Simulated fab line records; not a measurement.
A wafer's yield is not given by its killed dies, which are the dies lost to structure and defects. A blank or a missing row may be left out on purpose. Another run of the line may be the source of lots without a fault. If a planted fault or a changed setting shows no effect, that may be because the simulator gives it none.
Which tool was responsible? / flow nand-harc / 7 lots with 20 wafers sampled at 4 steps, on a route of 1302 steps

## WHAT THE GAUGES SHOWED, per wafer
NHARC_THIN_TSV_INSPECT_40.
lot=L760; measured=day 25 01:58; on=defect-inspect-01; raw-defect-count=470 414 693
lot=L763; measured=day 25 08:58; on=defect-inspect-01; raw-defect-count=544 528 593
lot=L765; measured=day 25 20:43; on=defect-inspect-01; raw-defect-count=470 485 622
lot=L773; measured=day 29 20:14; on=defect-inspect-02; raw-defect-count=495 515 501
lot=L776; measured=day 30 21:31; on=defect-inspect-02; raw-defect-count=519 580
lot=L783; measured=day 33 00:48; on=defect-inspect-02; raw-defect-count=594 526 484
lot=L782; measured=day 33 20:59; on=defect-inspect-01; raw-defect-count=505 639 584

## WHICH TOOL RAN EACH LOT (tool, then ch and the chambers of the sampled wafers, then the start)
lot=L760; NHARC_A_BONDPAD_ANNEAL_28=rtp-anneal-01 ch 0, day 23 20:53; NHARC_THIN_TSV_PRE_CLEAN_54=pvd-sputter-03, day 24 17:10; NHARC_THIN_TSV_ETCH_59=rie-metal-02 ch 0,1, day 24 18:34
lot=L763; NHARC_A_BONDPAD_ANNEAL_28=rtp-anneal-01 ch 0, day 24 08:58; NHARC_THIN_TSV_PRE_CLEAN_54=pvd-sputter-01, day 25 02:48; NHARC_THIN_TSV_ETCH_59=rie-metal-02 ch 0, day 25 04:11
lot=L765; NHARC_A_BONDPAD_ANNEAL_28=rtp-anneal-02 ch 0, day 24 20:11; NHARC_THIN_TSV_PRE_CLEAN_54=pvd-sputter-02, day 25 12:41; NHARC_THIN_TSV_ETCH_59=rie-metal-02 ch 0,1, day 25 13:54
lot=L773; NHARC_A_BONDPAD_ANNEAL_28=rtp-anneal-02 ch 0, day 28 18:37; NHARC_THIN_TSV_PRE_CLEAN_54=pvd-sputter-03, day 29 12:28; NHARC_THIN_TSV_ETCH_59=rie-metal-01 ch 1, day 29 13:50
lot=L776; NHARC_A_BONDPAD_ANNEAL_28=rtp-anneal-02 ch 0, day 29 23:43; NHARC_THIN_TSV_PRE_CLEAN_54=pvd-sputter-03, day 30 15:22; NHARC_THIN_TSV_ETCH_59=rie-metal-02 ch 0, day 30 16:38
lot=L783; NHARC_A_BONDPAD_ANNEAL_28=rtp-anneal-01 ch 0, day 32 00:07; NHARC_THIN_TSV_PRE_CLEAN_54=pvd-sputter-03, day 32 19:07; NHARC_THIN_TSV_ETCH_59=rie-metal-01 ch 0,1, day 32 20:33
lot=L782; NHARC_A_BONDPAD_ANNEAL_28=rtp-anneal-01 ch 0, day 32 18:05; NHARC_THIN_TSV_PRE_CLEAN_54=pvd-sputter-01, day 33 12:35; NHARC_THIN_TSV_ETCH_59=rie-metal-01 ch 0,1, day 33 13:56
- NHARC_A_BONDPAD_ANNEAL_28: time 90 s.
- NHARC_THIN_TSV_PRE_CLEAN_54: time 30 s.
- NHARC_THIN_TSV_ETCH_59: etches the open film in Cl2/BCl3, target depth 880 nm, time 138.1 s.

## THE ANSWER, worked out from the rows above alone
Rule: the usual values come from the lots themselves. Put in order of their means at a reading, lots are off if they are a third of the lots or fewer, leave a main group of 4 or more, and stand apart from it by a gap of 3 or more times the standard deviation of the main group's means; of several such gaps the widest counts. The tables above print the reading to a certain number of digits; a main group whose means all agree to those digits is not used. A lot without any number at a reading at which 4 lots or more have one is off too. Where the step has rows for the other lots, those lots are counted as sound.
None of the lots is off at any reading shown; this tells nothing.

## WHAT THE SIMULATOR HAD INSERTED
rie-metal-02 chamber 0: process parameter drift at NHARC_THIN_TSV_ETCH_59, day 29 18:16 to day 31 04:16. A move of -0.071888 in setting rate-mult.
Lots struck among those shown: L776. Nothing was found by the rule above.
